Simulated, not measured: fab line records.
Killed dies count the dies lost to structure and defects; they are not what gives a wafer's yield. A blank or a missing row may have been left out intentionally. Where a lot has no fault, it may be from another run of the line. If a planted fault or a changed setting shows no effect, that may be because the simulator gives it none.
Matching of chambers -- flow n5 finfet -- pecvd-01 running N5_PASSIVATION_PECVD_01: 3 sister chambers
The step deposits SiNx from SiH4/NH3/N2, target thk 200 nm, time 43.2 s. 3 wafers are shown with their chamber, then 8 later ones without.

## EACH WAFER AND ITS CHAMBER
wafer,chamber,throttle valve pct (%)
L079.1,2,27.4
L085.6,0,29.0
L087.1,1,33.1

## WAFERS MISSING THEIR CHAMBER
wafer,throttle valve pct (%)
L087.5,27.6
L087.6,29.0
L091.2,33.2
L091.3,27.7
L091.6,29.0
L095.2,33.3
L095.3,27.6
L095.4,27.7

## THE CHAMBER EACH PASSED THROUGH
wafer,from the rows above,in truth
L087.5,2,2
L087.6,0,0
L091.2,1,1
L091.3,2,2
L091.6,0,0
L095.2,1,1
L095.3,2,2
L095.4,2,2
Correctly placed: 8 of 8. Left unplaced by these rows: 0. 0 placed wrongly.
How it was worked out, from the rows above alone: a wafer's distance from a chamber is the root of the sum, over the readings, of the square of ((its reading less the chamber's mean) divided by the reading's scatter). If the next closest chamber is less than 2 further off than the closest, the wafer can't be placed; otherwise it belongs to the closest. For every chamber, the mean is computed from those of its wafers that are shown. The scatter: with one shown wafer a chamber, the root of the mean of the squares of how far each hidden wafer lies from its nearest shown one.
